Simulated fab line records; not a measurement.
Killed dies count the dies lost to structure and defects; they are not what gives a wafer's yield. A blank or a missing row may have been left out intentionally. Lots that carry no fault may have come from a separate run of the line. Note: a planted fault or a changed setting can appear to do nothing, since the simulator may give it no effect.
Matching of chambers | flow nand harc | 4 sister chambers for NHARC_P_CONTACT_ETCH_35 on rie diel-09
The step etches the open film in CF4, target depth 39 nm, time 65 s. 4 wafers are shown with their chamber, then 8 later ones without.

WAFERS WITH THEIR CHAMBER
wafer  | chamber | drypump motor current A (A)
L281.3 | 3       | 5.9
L283.1 | 0       | 5.8
L283.4 | 1       | 5.5
L288.1 | 2       | 6.1

WAFERS MISSING THEIR CHAMBER
wafer  | drypump motor current A (A)
L288.2 | 5.8
L288.3 | 5.5
L290.3 | 5.8
L290.4 | 5.6
L290.6 | 5.9
L292.1 | 5.9
L292.4 | 6.1
L292.5 | 5.9

WHICH CHAMBER EACH ONE RAN IN
wafer  | from the rows above | in truth
L288.2 | 0                   | 0
L288.3 | 1                   | 1
L290.3 | 0                   | 0
L290.4 | 1                   | 1
L290.6 | 3                   | 3
L292.1 | 3                   | 3
L292.4 | 2                   | 2
L292.5 | 3                   | 3
Correctly placed: 8 of 8. Not placeable from these rows: 0. Wrongly placed: 0.
How it was worked out, from the rows above alone: a wafer's distance from a chamber is the root of the sum, over the readings, of the square of ((its reading less the chamber's mean) divided by the reading's scatter). The wafer belongs to the nearest chamber; if the next one is less than 2 further off, it can't be placed. The mean given for a chamber averages the wafers shown for that chamber. The scatter: with one shown wafer a chamber, the root of the mean of the squares of how far each hidden wafer lies from its nearest shown one.
